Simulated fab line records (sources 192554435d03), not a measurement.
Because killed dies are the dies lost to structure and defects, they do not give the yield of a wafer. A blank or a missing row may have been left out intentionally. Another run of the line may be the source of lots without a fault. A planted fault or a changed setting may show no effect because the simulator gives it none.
Which tool is to blame? ; flow n5 finfet ; route of 1938 steps, sampled at 1 step: 11 lots, 33 wafers

WHAT THE GAUGES SHOWED, per wafer
N5_BEOL_M8_OVL_MEAS_12.
lot;measured;on;M8_OVL (nm)
L074;day 10 13:11;overlay-01;-0.4 -0.2 0.8
L077;day 11 03:46;overlay-02;-0.7 -0.5 -0.4
L078;day 11 09:02;overlay-02;0.4 1.6 1.8
L083;day 11 16:34;overlay-01;-1.2 -1.0 -1.4
L084;day 12 21:02;overlay-01;0.8 0.6 -0.9
L088;day 13 01:53;overlay-02;0.7 0.7 -0.1
L086;day 13 16:31;overlay-02;0.2 0.4 -0.5
L089;day 14 05:28;overlay-02;-0.3 -0.4 -0.4
L092;day 14 09:58;overlay-01;0.1 -0.5 -0.1
L094;day 15 00:12;overlay-02;0.4 -0.3 -0.2
L096;day 16 02:38;overlay-01;0.6 -0.3 -0.4

WHAT TOOL EACH LOT RAN ON (gives the tool, then ch and the chambers of the sampled wafers, and finally the start)
The record holds no process step before these readings.

THE ANSWER, worked out from the rows above alone
Rule: the usual values come from the lots themselves. The widest of any qualifying gaps counts: lots, ordered by their means at a reading, are off when they make up no more than a third of the lots, leave a main group of 4 or more, and stand apart from it by 3 or more times the standard deviation of that group's means. A main group whose means are all the same, to the digits that the tables above print for the reading, isn't used. A lot without any number at a reading at which 4 lots or more have one is off too. Any other lot the step has rows for is counted as sound.
Across all readings shown, no lot is off: no conclusion can be drawn from this.

WHAT THE SIMULATOR HAD PUT IN
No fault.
